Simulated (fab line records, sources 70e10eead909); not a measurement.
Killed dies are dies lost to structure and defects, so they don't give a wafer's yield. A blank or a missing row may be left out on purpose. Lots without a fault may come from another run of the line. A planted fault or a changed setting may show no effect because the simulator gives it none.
fab line records | flow nand_harc
record lots=11 wafers=33 last_day=33
route steps=1302 shown P_ZERO_WELL@26 P_GATE@150 END@1302
lots that met no fault: from a run of the same line without faults
start_h: hours from the record's first day to the start of the lot's first wafer shown | wait_h: hours since the lot's step before | " the same as in the row above | L1.1+2: a row that stands for several wafers | - no value, or no start given | * or withheld: withheld | < > ~ a bound
route shown NAME@n: a module of which the file shows steps, and the number in the route of the first | usual: mean/standard deviation of fault-free wafers | same: alike in all rows | chamber/n: place in a boat | sites: the reading at each site | _std_site: their standard deviation | _edge_site: outer sites' mean less inner sites' | radius_mm: how far each site lies from the wafer's centre | mask NAME#n: copy n | behind: the tool/chamber that last shaped the wafer | hold: why the lot was held/for how many hours/how that ended | device: the transistor (n, p or np) that didn't switch | end of line: the same wafers' tests at the end of the route | a step without rows: its recipe alone | killed: dies lost to structure and defects at the first sort, not the wafer's yield | map: a wafer's dies, x killed, . not, _ none there
set.NAME: the setting as run; set.NAME@STEP: as run at that earlier step | model.NAME: the simulator's own value behind a step, which no gauge read
steps of the route over a sample of lots; a table a step, a row a wafer
services: from which hour (start_h, from the record's first day; less than 0 if before it) a tool's chamber was out of use, for how many hours, and why
## steps
# step NHARC_P_ZERO_WELL_EXPOSE_21
# recipe na=0.6 target_cd_nm=720 dose_mj=22.31 mask_id=P_NWELL
# usual reticle_temp_C=23.00/0.1
# columns lot.wafer tool chamber start_h wait_h mask reticle_temp_C
L296.3 krf_scanner-04 0 22.48 - P_NWELL#0 22.89
L296.4 " 0 " " P_NWELL#0 22.90
L296.5 " 0 " " P_NWELL#0 23.12
L298.1 krf_scanner-02 0 42.46 - P_NWELL#0 22.88
L298.2 " 0 " " P_NWELL#0 23.02
L298.5 " 0 " " P_NWELL#0 22.87
L302.1 krf_scanner-02 0 82.61 - P_NWELL#0 23.15
L302.2 " 0 " " P_NWELL#0 22.97
L302.4 " 0 " " P_NWELL#0 23.10
L304.2 krf_scanner-04 0 102.38 - P_NWELL#0 23.15
L304.3 " 0 " " P_NWELL#0 22.99
L304.5 " 0 " " P_NWELL#0 23.06
L305.3 krf_scanner-03 0 112.44 - P_NWELL#0 23.07
L305.4 " 0 " " P_NWELL#0 23.00
L305.6 " 0 " " P_NWELL#0 23.22
L307.2 krf_scanner-02 0 132.43 - P_HVPW#0 23.10
L307.5 " 0 " " P_HVPW#0 23.10
L307.6 " 0 " " P_HVPW#0 22.95
L308.1 krf_scanner-03 0 142.43 - P_NWELL#0 23.15
L308.2 " 0 " " P_NWELL#0 22.97
L308.6 " 0 " " P_NWELL#0 23.01
L312.1 krf_scanner-02 0 182.45 - P_NWELL#0 22.85
L312.3 " 0 " " P_NWELL#0 23.03
L312.5 " 0 " " P_NWELL#0 22.91
L317.1 krf_scanner-02 0 232.61 - P_NWELL#0 23.02
L317.2 " 0 " " P_NWELL#0 23.06
L317.4 " 0 " " P_NWELL#0 23.15
L318.2 krf_scanner-04 0 242.48 - P_NWELL#0 23.02
L318.4 " 0 " " P_NWELL#0 22.92
L318.6 " 0 " " P_NWELL#0 23.15
L319.3 krf_scanner-03 0 252.44 - P_NWELL#0 23.00
L319.4 " 0 " " P_NWELL#0 22.98
L319.5 " 0 " " P_NWELL#0 22.85
# step NHARC_P_ZERO_WELL_CD_MEAS_24
# recipe target_cd_nm=720 landing_energy_ev=500
# usual cd_nm=718/3.2
# same landing_energy_ev=500
# columns lot.wafer tool chamber start_h wait_h cd_nm
L296.3 cd_sem-02 0 22.63 - 720
L296.4 " 0 " " 718
L296.5 " 0 " " 714
L298.1 cd_sem-01 0 42.62 - 714
L298.2 " 0 " " 712
L298.5 " 0 " " 721
L302.1 cd_sem-03 0 82.77 - 721
L302.2 " 0 " " 723
L302.4 " 0 " " 721
L304.2 cd_sem-03 0 102.53 - 717
L304.3 " 0 " " 717
L304.5 " 0 " " 721
L305.3 cd_sem-02 0 112.59 - 718
L305.4 " 0 " " 718
L305.6 " 0 " " 723
L307.2 cd_sem-02 0 132.59 - -
L307.5 " 0 " " -
L307.6 " 0 " " -
L308.1 cd_sem-01 0 142.58 - 714
L308.2 " 0 " " 715
L308.6 " 0 " " 721
L312.1 cd_sem-02 0 182.61 - 719
L312.3 " 0 " " 721
L312.5 " 0 " " 721
L317.1 cd_sem-01 0 232.77 - 725
L317.2 " 0 " " 717
L317.4 " 0 " " 722
L318.2 cd_sem-02 0 242.63 - 719
L318.4 " 0 " " 713
L318.6 " 0 " " 717
L319.3 cd_sem-03 0 252.60 - 724
L319.4 " 0 " " 716
L319.5 " 0 " " 722
# step NHARC_P_ZERO_WELL_RTA_42
# recipe temp_c=1100 time_s=300
# usual lamp_power_pct=34.8/2 wafer_temp_C_max=1103.1/0.74
# columns lot.wafer tool chamber start_h wait_h lamp_power_pct wafer_temp_C_max
L296.3 rtp_anneal-01 0 27.50 - 36.8 1102.9
L296.4 " 0 " " 36.9 1102.8
L296.5 " 0 " " 36.8 1102.6
L298.1 rtp_anneal-01 0 47.09 - 36.9 1102.7
L298.2 " 0 " " 36.8 1104.0
L298.5 " 0 " " 36.8 1103.3
L302.1 rtp_anneal-02 0 87.29 - 32.7 1102.5
L302.2 " 0 " " 32.8 1103.2
L302.4 " 0 " " 32.8 1103.5
L304.2 rtp_anneal-01 0 107.05 - 36.9 1104.9
L304.3 " 0 " " 36.9 1102.5
L304.5 " 0 " " 36.8 1104.4
L305.3 rtp_anneal-01 0 117.09 - 36.8 1102.5
L305.4 " 0 " " 36.9 1103.5
L305.6 " 0 " " 36.9 1103.0
L307.2 rtp_anneal-01 0 136.88 - 36.9 1102.2
L307.5 " 0 " " 36.8 1103.7
L307.6 " 0 " " 36.8 1105.3
L308.1 rtp_anneal-02 0 147.05 - 32.7 1102.3
L308.2 " 0 " " 32.7 1102.5
L308.6 " 0 " " 32.9 1102.9
L312.1 rtp_anneal-02 0 187.02 - 32.8 1102.3
L312.3 " 0 " " 32.7 1102.8
L312.5 " 0 " " 32.7 1102.5
L317.1 rtp_anneal-01 0 237.29 - 36.8 1103.1
L317.2 " 0 " " 36.9 1104.0
L317.4 " 0 " " 36.9 1102.5
L318.2 rtp_anneal-02 0 247.17 - 32.8 1103.2
L318.4 " 0 " " 32.7 1102.9
L318.6 " 0 " " 32.8 1102.7
L319.3 rtp_anneal-02 0 257.22 - 32.8 1103.2
L319.4 " 0 " " 32.8 1102.9
L319.5 " 0 " " 32.8 1102.3
# step NHARC_P_GATE_STRIP_108
# recipe o2_flow_sccm=500 ar_flow_sccm=0 bias_w=0 chemistry=O2
# usual drypump_motor_current_A=6.0/0.44 o2_flow_sccm=499.9/1.3 oes_product_au=0.998/0.012 rf_vpp_V=57.8/0.82 showerhead_plenum_p_Torr=3.50/0.14 throttle_valve_pct=17.037/0.0097
# columns lot.wafer tool chamber start_h wait_h drypump_motor_current_A o2_flow_sccm oes_product_au rf_hours_counter_h rf_vpp_V showerhead_plenum_p_Torr throttle_valve_pct
L296.3 rie_diel-06 3 103.51 - 6.6 500.8 0.982 9 57.8 3.55 17.030
L296.4 " 0 " " 6.4 499.1 1.004 7 58.0 3.35 17.038
L296.5 " 2 " " 6.8 501.7 0.997 - 57.5 3.43 17.035
L298.1 rie_diel-08 3 117.36 - 5.6 500.4 0.988 3 56.9 3.35 17.044
L298.2 " 0 " " 6.1 499.7 0.996 3 59.8 3.71 17.041
L298.5 " 2 " " 5.2 501.1 1.015 - 57.1 3.55 17.041
L302.4 rie_diel-13 3 163.58 - 5.7 499.4 0.985 14 56.9 3.51 17.023
L302.1 " 0 " " 6.5 496.4 1.001 14 58.3 3.67 17.039
L302.2 " 1 " " 6.0 500.0 0.988 13 58.8 3.74 17.041
L304.3 rie_diel-13 3 181.60 - 5.7 500.3 0.977 1 59.0 3.51 17.021
L304.2 " 0 " " 6.5 499.2 1.016 1 58.7 3.67 17.042
L304.5 " 3 " " 5.7 500.3 0.977 - 59.2 3.51 17.024
L305.3 rie_diel-13 2 186.89 - 5.9 500.5 1.016 1 57.8 3.44 17.027
L305.4 " 2 " " 5.9 499.4 1.016 - 56.3 3.44 17.041
L305.6 " 1 " " 6.0 498.1 1.008 - 58.7 3.74 17.023
L308.1 rie_diel-08 0 219.98 - 6.1 498.7 1.016 1 59.0 3.71 17.035
L308.2 " 3 " " 5.7 499.9 1.019 1 57.8 3.35 17.051
L308.6 " 0 " " 6.1 498.8 1.016 - 58.8 3.71 17.022
L312.3 rie_diel-08 2 264.35 - 5.2 499.0 0.988 5 57.6 3.55 17.037
L312.1 " 0 " " 6.1 500.4 1.013 3 58.6 3.71 17.035
L312.5 " 1 " " 5.7 499.9 1.013 - 57.5 3.42 17.031
L317.1 rie_diel-08 0 305.44 - 6.1 499.7 0.994 7 58.1 3.71 17.039
L317.2 " 1 " " 5.7 499.9 1.015 8 59.1 3.42 17.048
L317.4 " 2 " " 5.2 499.5 0.996 8 57.9 3.54 17.039
L318.4 rie_diel-08 2 314.31 - 5.3 501.1 0.992 8 58.7 3.54 17.046
L318.2 " 0 " " 6.1 499.7 1.011 7 57.3 3.71 17.040
L318.6 " 3 " " 5.7 502.2 0.997 - 57.0 3.35 17.035
L319.4 rie_diel-06 0 324.31 - 6.4 499.6 0.981 1 58.3 3.34 17.055
L319.3 " 1 " " 5.5 499.6 0.974 1 57.2 3.33 17.040
L319.5 " 0 " " 6.4 500.4 0.971 - 56.8 3.34 17.046
# step NHARC_P_GATE_DESCUM_48
# recipe time_s=3 o2_flow_sccm=200 ar_flow_sccm=0 bias_power_w=0 chemistry=O2
# usual drypump_motor_current_A=6.0/0.46 o2_flow_sccm=199.9/0.59 oes_product_au=0.998/0.012 rf_vpp_V=57.7/0.84 showerhead_plenum_p_Torr=1.90/0.083 throttle_valve_pct=11.309/0.0097
# columns lot.wafer tool chamber start_h wait_h drypump_motor_current_A o2_flow_sccm oes_product_au rf_hours_counter_h rf_vpp_V showerhead_plenum_p_Torr throttle_valve_pct
L296.3 rie_diel-13 0 114.74 - 6.5 199.5 1.007 10.8 57.7 2.00 11.302
L296.4 " 3 " " 5.7 198.3 0.992 10.6 58.3 1.91 11.336
L296.5 " 1 " " 6.0 199.0 1.007 - 57.8 2.04 11.312
L298.1 rie_diel-08 2 128.66 - 5.2 199.6 1.019 2.7 57.8 1.93 11.308
L298.2 " 3 " " 5.7 200.1 0.975 2.9 57.2 1.81 11.296
L298.5 " 1 " " 5.7 199.9 0.994 - 56.7 1.85 11.300
L302.1 rie_diel-13 0 174.99 - 6.5 200.0 1.009 0 59.1 2.00 11.314
L302.2 " 2 " " 5.9 199.8 1.002 0 56.9 1.86 11.303
L302.4 " 3 " " 5.7 199.9 0.988 0 58.0 1.90 11.327
L304.2 rie_diel-06 1 193.02 - 5.5 199.4 0.976 4.5 58.0 1.80 11.324
L304.3 " 0 " " 6.4 199.0 0.973 5.0 55.4 1.81 11.314
L304.5 " 1 " " 5.5 200.0 0.970 - 57.0 1.80 11.317
L305.4 rie_diel-06 1 198.15 - 5.5 199.4 0.988 4.6 58.1 1.80 11.315
L305.3 " 3 " " 6.6 200.3 1.002 4.3 58.2 1.93 11.293
L305.6 " 2 " " 6.7 199.4 1.002 - 59.1 1.86 11.297
L308.2 rie_diel-08 1 231.37 - 5.7 200.2 1.005 3.3 57.9 1.85 11.305
L308.1 " 2 " " 5.2 198.8 1.003 3.2 57.3 1.92 11.308
L308.6 " 3 " " 5.7 198.5 0.999 - 58.2 1.81 11.317
L312.1 rie_diel-08 0 275.66 - 6.1 199.7 1.006 4.0 58.5 2.02 11.296
L312.3 " 1 " " 5.7 199.6 0.995 5.5 57.2 1.85 11.299
L312.5 " 1 " " 5.7 199.4 0.991 - 58.4 1.85 11.299
L317.1 rie_diel-06 1 316.86 - 5.5 200.1 0.976 0 58.0 1.80 11.325
L317.2 " 2 " " 6.7 201.0 0.996 0 57.4 1.85 11.298
L317.4 " 3 " " 6.7 199.8 0.989 0 56.7 1.92 11.305
L318.4 rie_diel-08 0 325.64 - 6.1 199.4 0.993 7.8 59.1 2.02 11.304
L318.2 " 2 " " 5.2 200.2 0.981 9.4 57.8 1.92 11.302
L318.6 " 0 " " 6.1 199.5 0.996 - 58.1 2.02 11.314
L319.4 rie_diel-13 3 335.65 - 5.7 200.4 0.991 7.7 56.7 1.90 11.314
L319.3 " 0 " " 6.5 200.1 0.999 9.8 57.4 2.00 11.311
L319.5 " 0 " " 6.5 200.2 1.017 - 57.6 2.00 11.304
# step NHARC_END_SORT_01
# recipe temp_c=25
# usual killed_at_array=58/22 killed_at_other=1.0/1.3 killed_at_periphery=5/3.4 killed_dies=64/22 killed_open=3.6/1.8 killed_short=2.4/1.7
# same gross_dies=677
# columns lot.wafer tool chamber start_h wait_h killed_at_array killed_at_other killed_at_periphery killed_dies killed_open killed_short
L307.2 prober-01 0 667.69 2.8 32 1 644 677 5 2
L307.5 prober-01 0 670.11 3.7 34 0 643 677 4 2
L307.6 prober-01 0 670.91 4.0 43 0 634 677 4 0
# killed by level:class
L307.2 P_ZERO_WELL:area_expose=639 A_CHANNEL_HOLE_D2:chamber_film_flake=19 A_CHANNEL_HOLE_D1:chamber_film_flake=3 P_CONTACT:geometric_particle:open=2 A_DECK1_JOINT:chamber_film_flake=2 P_M1:geometric_particle:open=1 A_ONON_D1:geometric_particle:open=1 A_DECK1_JOINT:geometric_particle:short=1
L307.5 P_ZERO_WELL:area_expose=636 A_CHANNEL_HOLE_D2:chamber_film_flake=16 P_GATE:chamber_film_flake=4 A_CHANNEL_HOLE_D1:chamber_film_flake=4 A_CONTACT:chamber_film_flake=4 P_CONTACT:geometric_particle:open=2 A_STAIRCASE:chamber_film_flake=2 A_WL_FILL:chamber_film_flake=2
L307.6 P_ZERO_WELL:area_expose=630 A_CHANNEL_HOLE_D2:chamber_film_flake=15 A_CHANNEL_HOLE_D1:chamber_film_flake=11 A_CONTACT:chamber_film_flake=7 P_GATE:chamber_film_flake=3 A_SGD_CUT:chamber_film_flake=3 A_BLC:chamber_film_flake=2 P_M0:geometric_particle:open=1
## services
# columns tool chamber start_h hours kind
rtp_anneal-02 - 12.23 12.0 pm
rie_diel-08 - 13.80 9.0 pm
rie_diel-08 0 37.00 15.9 repair
rie_diel-08 3 42.95 2.7 repair
rie_diel-06 0 44.23 6.1 repair
rie_diel-08 0 63.33 8.3 repair
rie_diel-08 1 67.77 8.6 repair
rie_diel-13 0 72.60 2.1 repair
rie_diel-13 1 80.47 8.1 repair
krf_scanner-02 - 94.00 4.0 pm
rie_diel-13 2 95.00 9.2 repair
rie_diel-13 - 122.65 2.1 repair
rie_diel-06 - 130.20 9.0 pm
rie_diel-13 2 156.02 1.6 repair
rie_diel-08 2 162.08 6.1 repair
rie_diel-13 - 165.04 9.0 pm
rie_diel-08 3 171.72 10.4 repair
rie_diel-13 3 184.78 24.1 repair
krf_scanner-02 - 185.57 1.2 repair
rie_diel-08 3 185.72 15.0 repair
rie_diel-08 - 190.80 9.0 pm
rie_diel-06 0 203.88 3.9 repair
rie_diel-06 - 228.42 2.5 repair
rie_diel-13 1 256.32 3.7 repair
## key
first_sign step=NHARC_P_ZERO_WELL_EXPOSE_21 reading=mask direction=changed
effect step=NHARC_P_ZERO_WELL_CD_MEAS_24 reading=cd_nm direction=missing
effect step=NHARC_END_SORT_01 reading=killed_at_periphery direction=up sigmas=99+ usual=5 struck=640
more_kills_born_at NHARC_P_ZERO_WELL_EXPOSE_21@krf_scanner-02=1905
met_at NHARC_P_ZERO_WELL_EXPOSE_21
struck_lots L307
later_rows_left_out L307.2,L307.5,L307.6
tester_left_out L307
not_acting_at NHARC_P_ZERO_WELL_RTA_42,NHARC_P_GATE_STRIP_108,NHARC_P_GATE_DESCUM_48
onset_between 82.61 132.43
fault kind=wrong_mask tool=any chamber=- onset_h=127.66 steps=NHARC_P_ZERO_WELL_EXPOSE_21 aux_copy=P_HVPW#0 scope=struck_lots_only
# tester_left_out: of these lots the tester's yield and bins aren't shown, on N5 and GAA mostly nor the transistor test; their killed dies are dies lost to structure and defects alone, not to doping, threshold or leakage, so they don't give the yield
# later_rows_left_out: the simulator's readings of these wafers behind a module that went badly wrong aren't trusted and aren't shown, but for the sort
